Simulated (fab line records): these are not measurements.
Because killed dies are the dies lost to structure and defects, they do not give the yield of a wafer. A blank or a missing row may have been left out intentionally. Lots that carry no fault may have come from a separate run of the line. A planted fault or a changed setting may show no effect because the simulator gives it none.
3 desks looking at one fault :: flow n5-finfet :: what lay behind the numbers comes last; until then each desk has only its own

FOR THE TOOL OWNER'S DESK: rie-diel-04
The tool's own readings at N5_BEOL_M15_ETCH_61 (etches BARC in N2/H2, target depth 89 nm, overetch 26.7 nm, time 67.9 s): means of the sampled wafers that have a number, for each lot that ran on this tool. A lot is out of limits, marked OUT, if its mean lies more than 4 standard deviations from the usual mean; the brackets give that distance.
Columns: A = drypump-motor-current-A at N5_BEOL_M15_ETCH_61, usual 5.6 A; B = oes-product-au at N5_BEOL_M15_ETCH_61, usual 0.69 a.u.; C = rf-fwd-power-W at N5_BEOL_M15_ETCH_61, usual 833 W; D = rf-vpp-V at N5_BEOL_M15_ETCH_61, usual 524 V; E = run-length-s at N5_BEOL_M15_ETCH_61, usual 91.1 s; F = showerhead-plenum-p-Torr at N5_BEOL_M15_ETCH_61, usual 2.57 Torr; G = throttle-valve-pct at N5_BEOL_M15_ETCH_61, usual 18.01 %
lot: L166
first seen here: day 13 06:44
A: 5.7
B: 0.69
C: 831
D: 527
E: 90.9
F: 2.62
G: 18.07

lot: L179
first seen here: day 16 06:02
A: 6.2
B: 0.76
C: -
D: 524
E: 81.2 (-19) OUT
F: 2.56
G: 18.33

lot: L182
first seen here: day 16 07:24
A: 5.7
B: 0.71
C: 828
D: 525
E: 87.9 (-6.2) OUT
F: 2.61
G: 18.12

lot: L181
first seen here: day 16 16:44
A: 5.0
B: 0.80
C: 833
D: 524
E: 86.3 (-9.4) OUT
F: 2.58
G: 17.70
Finding of this desk: L179, L181, L182 out of limits; the first was L179 at day 16 06:02, on run-length-s at N5_BEOL_M15_ETCH_61. In limits: L166.

THE DEFECT DESK
Lot by lot, what the route's inspections counted, given as the mean of those sampled wafers with a number. A lot is out of limits, marked OUT, if its mean lies more than 4 standard deviations from the usual mean; the brackets give that distance.
Columns: A = raw-defect-count at N5_BEOL_M15_INSPECT_30, usual 1.9
lot: L166
first seen here: day 13 06:25
A: 1.3

lot: L173
first seen here: day 13 20:14
A: 1.3

lot: L179
first seen here: day 16 05:52
A: 1.0

lot: L182
first seen here: day 16 07:19
A: 2.0

lot: L181
first seen here: day 16 16:20
A: 3.0

lot: L186
first seen here: day 18 04:50
A: 1.0

lot: L187
first seen here: day 18 13:41
A: 2.0
Result from this desk: across the 7 lots, nothing is out of limits.

AT THE METROLOGY DESK
Means of the sampled wafers that have a number, per lot and without regard to the tool the lot ran on: this is what the gauges read. A lot is out of limits, marked OUT, if its mean lies more than 4 standard deviations from the usual mean; the brackets give that distance.
Columns: A = cd-nm at N5_BEOL_M15_CD_MEAS_28, usual 407.6 nm; B = M15_OVL at N5_BEOL_M15_OVL_MEAS_29, usual 0 nm
lot: L166
first seen here: day 13 06:21
A: 406.8
B: -1

lot: L173
first seen here: day 13 20:11
A: 409.4
B: -2

lot: L179
first seen here: day 16 05:48
A: 409.0
B: -2

lot: L182
first seen here: day 16 07:16
A: 406.8
B: -2

lot: L181
first seen here: day 16 16:17
A: 406.2
B: 8

lot: L186
first seen here: day 18 04:47
A: 409.3
B: -0

lot: L187
first seen here: day 18 13:38
A: 407.7
B: -8
Result from this desk: across the 7 lots, nothing is out of limits.

PUT TOGETHER
On L179, L181, L182, at day 16 06:02, an alarm was possible from the tool owner's desk.
Nothing the defect desk looked at was out of limits.
The metrology desk saw nothing out of limits.
The defect desk has L179, L181, L182 on record, within its limits.
The metrology desk has L179, L181, L182 on record, within its limits.
Every lot named ran N5_BEOL_M15_ETCH_61 on rie-diel-04.

WHAT THE SIMULATOR HAD PUT IN
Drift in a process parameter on rie-diel-04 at N5_BEOL_M15_ETCH_61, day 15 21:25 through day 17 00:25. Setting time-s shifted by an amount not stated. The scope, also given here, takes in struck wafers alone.
Shown lots that were struck: L179, L181, L182.
Hours from the fault's start to each desk's first reading out of limits: the tool owner's desk, 9.
